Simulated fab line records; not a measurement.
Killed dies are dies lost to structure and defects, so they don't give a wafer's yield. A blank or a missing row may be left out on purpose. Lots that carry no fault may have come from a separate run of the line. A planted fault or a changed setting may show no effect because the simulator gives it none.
Chamber matching -- flow nand_harc -- pecvd-03 running NHARC_A_M1_DEP_33: 3 sister chambers
The step deposits SiCN, target thk 30 nm. 14 wafers are shown with their chamber, then 7 later ones without.

== WAFERS WITH THEIR CHAMBER ==
wafer,chamber,heater_power_w (W)
L843.1,1,520
L843.5,0,354
L843.6,2,619
L846.1,2,665
L846.3,0,466
L846.5,2,654
L849.1,1,526
L849.2,0,422
L849.3,2,577
L850.3,2,684
L850.4,2,678
L850.5,1,579
L859.1,2,615
L859.3,0,416

SIGNATURES, as means of the wafers listed above
reading,chamber 0,chamber 1,chamber 2,scatter within a chamber
heater_power_w,414.50,541.67,641.71,40.1
Rule: distance of a wafer from a chamber = root of the sum over the readings of ((wafer's reading minus chamber's mean) / reading's scatter) squared. If the next closest chamber is less than 2 further off than the closest, the wafer can't be placed; otherwise it belongs to the closest. How the scatter is found: for the shown wafers, subtract from each reading the mean of its chamber, square and add these, divide the total by (wafers less chambers), then take the root.

== WAFERS WITH NO CHAMBER GIVEN ==
wafer,heater_power_w (W)
L859.4,402
L856.2,426
L856.3,622
L856.5,625
L864.1,587
L864.5,605
L864.6,588

== EACH ONE'S CHAMBER ==
wafer,from the rows above,in truth
L859.4,0,0
L856.2,0,0
L856.3,can't be placed: 2 or 1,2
L856.5,can't be placed: 2 or 1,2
L864.1,can't be placed: 1 or 2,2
L864.5,can't be placed: 2 or 1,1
L864.6,can't be placed: 1 or 2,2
Correctly placed: 2 of 7. Cannot be placed on the basis of these rows: 5; the candidates contain the true chamber in 5. 0 placed wrongly.
